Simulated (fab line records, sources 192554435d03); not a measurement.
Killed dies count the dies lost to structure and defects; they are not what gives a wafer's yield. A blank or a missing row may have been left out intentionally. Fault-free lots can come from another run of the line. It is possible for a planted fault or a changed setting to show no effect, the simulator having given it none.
Split-lot experiment	flow n5Finfet	39 wafers read across 7 lots, on a route 1938 steps long

== ON THE SPLIT ==
At N5_BEOL_M5_TRENCH_ETCH_37 (etches SiCOH lowk in C4F6/O2, target depth 71.652 nm, time 24.7 s), the setting timeS was moved away from the recipe's 24.7 s on 18 of the 39 wafers read, by -35.1% to +59.7%. The other wafers ran this setting at the recipe's value.

== FROM THE SPLIT TO THE READING: what the file shows between them, 8 steps ==
- N5_BEOL_M5_ETCH_41: etches SiCN in CH3F/O2, target depth 31.5 nm, time 56.7 s
- N5_BEOL_M5_STRIP_91: strips in N2/H2, time 10 s
- N5_BEOL_M5_OCD_MEAS_38
- N5_BEOL_M5_HM_STRIP_39: strips TiN in peroxide tin strip, target depth 25 nm, time 158 s
- N5_BEOL_M5_SRD_40: time 30 s
- N5_BEOL_M5_ECD_50: material Cu, target thk 300 nm
- N5_BEOL_M5_ANNEAL_51: time 90 s
- N5_BEOL_M5_CMP_52: polishes, stops on SiCOH lowk, t overpolish 6.9 s, target thk 62 nm

== THE READING ==
M5_THK, in nm, at N5_BEOL_M5_THK_MEAS_53 (measures by xrf). Fault-free wafers of this fab line usually give 63.2 nm, standard deviation 2.4 nm.

wafer	tool, chamber at the split	timeS as run, s	against the recipe	M5_THK, nm	against lot-mates on the recipe
L075.1	rieDiel-01, 2	36.47	+47.7%	102.7	+38.7
L075.2	rieDiel-01, 0	24.7	recipe	62.6	-
L075.3	rieDiel-01, 1	36.47	+47.7%	98.4	+34.4
L075.4	rieDiel-01, 3	36.47	+47.7%	98.8	+34.8
L075.5	rieDiel-01, 2	24.7	recipe	65.3	-
L075.6	rieDiel-01, 1	24.7	recipe	64.2	-
L078.1	rieDiel-05, 3	24.7	recipe	59.7	-
L078.2	rieDiel-05, 1	24.7	recipe	60.9	-
L078.4	rieDiel-05, 0	24.7	recipe	64.0	-
L080.1	rieDiel-05, 3	24.7	recipe	61.4	-
L080.2	rieDiel-05, 0	18.2	-26.3%	46.5	-17.4
L080.3	rieDiel-05, 2	18.2	-26.3%	46.3	-17.6
L080.4	rieDiel-05, 1	24.7	recipe	63.4	-
L080.5	rieDiel-05, 3	18.2	-26.3%	43.1	-20.8
L080.6	rieDiel-05, 2	24.7	recipe	67.0	-
L081.1	rieDiel-05, 0	17.52	-29.1%	39.7	-20.6
L081.2	rieDiel-05, 1	24.7	recipe	60.9	-
L081.3	rieDiel-05, 3	24.7	recipe	58.5	-
L081.4	rieDiel-05, 2	17.52	-29.1%	38.7	-21.6
L081.5	rieDiel-05, 3	17.52	-29.1%	36.7	-23.6
L081.6	rieDiel-05, 0	24.7	recipe	61.6	-
L082.1	rieDiel-05, 1	39.44	+59.7%	102.7	+42.6
L082.2	rieDiel-05, 2	24.7	recipe	62.5	-
L082.3	rieDiel-05, 3	24.7	recipe	57.6	-
L082.4	rieDiel-05, 0	39.44	+59.7%	108.3	+48.2
L082.5	rieDiel-05, 0	39.44	+59.7%	106.9	+46.8
L082.6	rieDiel-05, 1	24.7	recipe	60.2	-
L087.1	rieDiel-05, 0	24.7	recipe	66.3	-
L087.2	rieDiel-05, 1	16.02	-35.1%	36.6	-27.5
L087.3	rieDiel-05, 3	24.7	recipe	61.3	-
L087.4	rieDiel-05, 2	16.02	-35.1%	37.9	-26.2
L087.5	rieDiel-05, 2	16.02	-35.1%	38.1	-26.0
L087.6	rieDiel-05, 1	24.7	recipe	64.6	-
L091.1	rieDiel-01, 1	18.3	-25.9%	45.7	-20.5
L091.2	rieDiel-01, 3	24.7	recipe	66.0	-
L091.3	rieDiel-01, 0	18.3	-25.9%	48.3	-17.9
L091.4	rieDiel-01, 2	18.3	-25.9%	45.4	-20.8
L091.5	rieDiel-01, 3	24.7	recipe	65.3	-
L091.6	rieDiel-01, 2	24.7	recipe	67.2	-

THE FIT
A straight line over all 39 wafers: M5_THK changes by +0.737 nm for each +1% of timeS; r = +0.99; the points scatter about the line by 2.7 nm.
The same after taking each lot's own level away (the mean of its wafers on the recipe; 39 wafers): +0.757 nm for each +1%; r = +1.00; scatter 1.8 nm.
Per that fit: largest timeS move, reading shift of 45 nm.
The span of the lots' own levels, 60.10 to 66.17 nm, comes to 2.5 times the standard deviation stated above.
Consequently the slope shifts little with the lot-to-lot level, the two slopes agreeing.
Check: for one of the wafers moved furthest among these (+59.7%), held out of the fit, the line's prediction against its lot-mates is +45.8 nm. It came out at +42.6 nm against them.

== OTHER SPLITS APPLIED TO THESE WAFERS ==
These wafers also went through other splits before the reading. Each is held against what the fit with the lots' levels taken away leaves over:
other split on the same wafers	wafers away from the commonest value	r with M5_THK (lot level and that fit taken away)
N5_BEOL_M4_ILD_DEP_00 timeS	9	+0.02

== THE WHOLE CHAIN: every reading that the file lists as answering this split, in the file's order ==
step	what it does	reading	change (the file's fit)	r (the file's)
N5_BEOL_M5_TRENCH_ETCH_37	etches SiCOH lowk in C4F6/O2, target depth 71.652 nm, time 24.7 s	BEOL_M5.featureDepthNm (the simulator's own value, which no gauge read)	+0.728 nm for each +1% of the setting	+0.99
N5_BEOL_M5_TRENCH_ETCH_37	etches SiCOH lowk in C4F6/O2, target depth 71.652 nm, time 24.7 s	etch.depthNm (the simulator's own value, which no gauge read)	+0.729 nm for each +1% of the setting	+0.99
N5_BEOL_M5_OCD_MEAS_38		trenchDepthNm	+0.725 nm for each +1% of the setting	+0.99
N5_BEOL_M5_CMP_52	polishes, stops on SiCOH lowk, t overpolish 6.9 s, target thk 62 nm	Cu_of_BEOL_M5_ECD_50.thkNm (the simulator's own value, which no gauge read)	+0.747 nm for each +1% of the setting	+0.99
N5_BEOL_M5_THK_MEAS_53	measures by xrf	M5_THK	+0.757 for each +1% of the setting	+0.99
N5_BEOL_M5_RS_MEAS_57	measures by four-point-probe	M5_RS	not straight: 0.735 at the lowest setting, 0.387 at the recipe, 0.209 at the highest	not given

== FILE'S OWN FIT ==
M5_THK changes by +0.757 nm for each +1% of timeS, r = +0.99.
